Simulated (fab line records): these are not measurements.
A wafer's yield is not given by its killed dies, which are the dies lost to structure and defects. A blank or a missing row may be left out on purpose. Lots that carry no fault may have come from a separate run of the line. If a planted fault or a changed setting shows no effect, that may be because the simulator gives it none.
Matching of chambers / flow nand-harc / 4 sister chambers for NHARC_A_CHANNEL_FILL_D2_ALD_16 on ald-hk-04
The step deposits SiO2, target thk 1.5 nm, pulse time 10 s, ald cycles 15. 8 wafers are shown with their chamber, then 10 later ones without.

== WAFERS, EACH WITH ITS CHAMBER ==
wafer=L083.2; chamber=1; heater-power-w (W)=423; precursor-pulse-height-rel=1.020
wafer=L083.5; chamber=3; heater-power-w (W)=402; precursor-pulse-height-rel=0.987
wafer=L086.2; chamber=0; heater-power-w (W)=493; precursor-pulse-height-rel=1.050
wafer=L086.4; chamber=1; heater-power-w (W)=431; precursor-pulse-height-rel=0.977
wafer=L091.5; chamber=2; heater-power-w (W)=511; precursor-pulse-height-rel=0.988
wafer=L091.6; chamber=3; heater-power-w (W)=406; precursor-pulse-height-rel=1.017
wafer=L093.2; chamber=2; heater-power-w (W)=497; precursor-pulse-height-rel=1.010
wafer=L093.3; chamber=0; heater-power-w (W)=482; precursor-pulse-height-rel=0.976

== WAFERS WITHOUT THEIR CHAMBER ==
wafer=L093.6; heater-power-w (W)=411; precursor-pulse-height-rel=0.990
wafer=L092.1; heater-power-w (W)=411; precursor-pulse-height-rel=1.028
wafer=L092.5; heater-power-w (W)=488; precursor-pulse-height-rel=1.012
wafer=L092.6; heater-power-w (W)=408; precursor-pulse-height-rel=1.018
wafer=L095.2; heater-power-w (W)=472; precursor-pulse-height-rel=1.019
wafer=L095.3; heater-power-w (W)=417; precursor-pulse-height-rel=0.964
wafer=L095.6; heater-power-w (W)=422; precursor-pulse-height-rel=0.975
wafer=L096.1; heater-power-w (W)=499; precursor-pulse-height-rel=0.964
wafer=L096.3; heater-power-w (W)=479; precursor-pulse-height-rel=0.947
wafer=L096.6; heater-power-w (W)=412; precursor-pulse-height-rel=0.967

== CHAMBER TAKEN BY EACH ==
wafer=L093.6; from the rows above=can't be placed: 3 or 1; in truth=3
wafer=L092.1; from the rows above=can't be placed: 3 or 1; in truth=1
wafer=L092.5; from the rows above=0; in truth=0
wafer=L092.6; from the rows above=3; in truth=3
wafer=L095.2; from the rows above=0; in truth=0
wafer=L095.3; from the rows above=can't be placed: 1 or 3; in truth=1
wafer=L095.6; from the rows above=can't be placed: 1 or 3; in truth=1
wafer=L096.1; from the rows above=can't be placed: 2 or 0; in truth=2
wafer=L096.3; from the rows above=can't be placed: 0 or 2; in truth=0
wafer=L096.6; from the rows above=can't be placed: 3 or 1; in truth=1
Correct placement for 3 of the 10. Cannot be placed on the basis of these rows: 7; the candidates contain the true chamber in 7. Number placed wrongly: 0.
How it was worked out, from the rows above alone: a wafer's distance from a chamber is the root of the sum, over the readings, of the square of ((its reading less the chamber's mean) divided by the reading's scatter). If the next closest chamber is less than 2 further off than the closest, the wafer can't be placed; otherwise it belongs to the closest. Each chamber's mean is taken over the wafers shown for it. How the scatter is found: for the shown wafers, subtract from each reading the mean of its chamber, square and add these, divide the total by (wafers less chambers), then take the root.
